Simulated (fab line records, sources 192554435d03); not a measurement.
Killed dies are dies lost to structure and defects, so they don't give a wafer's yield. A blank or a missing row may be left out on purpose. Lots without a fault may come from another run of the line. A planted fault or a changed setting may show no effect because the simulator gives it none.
Chamber matching | flow n5_finfet | N5_BEOL_M7_ETCH_72 on rie_diel-05: 4 sister chambers
The step etches underlayer in N2/H2, target depth 6.5 nm, time 5.2 s. 7 wafers are shown with their chamber, then 8 later ones without.

WAFERS WITH THEIR CHAMBER
wafer  | chamber | drypump_motor_current_A (A) | showerhead_plenum_p_Torr (Torr)
L086.3 | 1       | 5.6                         | 2.62
L083.2 | 2       | 6.1                         | 2.67
L083.6 | 3       | 5.8                         | 2.42
L089.1 | 3       | 5.7                         | 2.41
L089.2 | 0       | 5.0                         | 2.40
L089.4 | 2       | 6.1                         | 2.66
L087.1 | 0       | 5.0                         | 2.40

WAFERS WITHOUT THEIR CHAMBER
wafer  | drypump_motor_current_A (A) | showerhead_plenum_p_Torr (Torr)
L087.2 | 5.7                         | 2.41
L087.6 | 5.0                         | 2.40
L094.2 | 5.0                         | 2.40
L094.3 | 5.6                         | 2.62
L094.4 | 6.1                         | 2.66
L097.4 | 6.1                         | 2.66
L097.5 | 5.7                         | 2.41
L097.6 | 5.0                         | 2.39

WHICH CHAMBER EACH WENT THROUGH
wafer  | from the rows above | in truth
L087.2 | 3                   | 3
L087.6 | 0                   | 0
L094.2 | 0                   | 0
L094.3 | 1                   | 1
L094.4 | 2                   | 2
L097.4 | 2                   | 2
L097.5 | 3                   | 3
L097.6 | 0                   | 0
Placed correctly: 8 of 8. Can't be placed from these rows: 0. Placed wrongly: 0.
How it was worked out, from the rows above alone: a wafer's distance from a chamber is the root of the sum, over the readings, of the square of ((its reading less the chamber's mean) divided by the reading's scatter). The wafer belongs to the nearest chamber; if the next one is less than 2 further off, it can't be placed. A chamber's mean is the mean of its shown wafers. The scatter: the root of (the sum of the squares of (reading less its chamber's mean) over the shown wafers, divided by (wafers less chambers)).
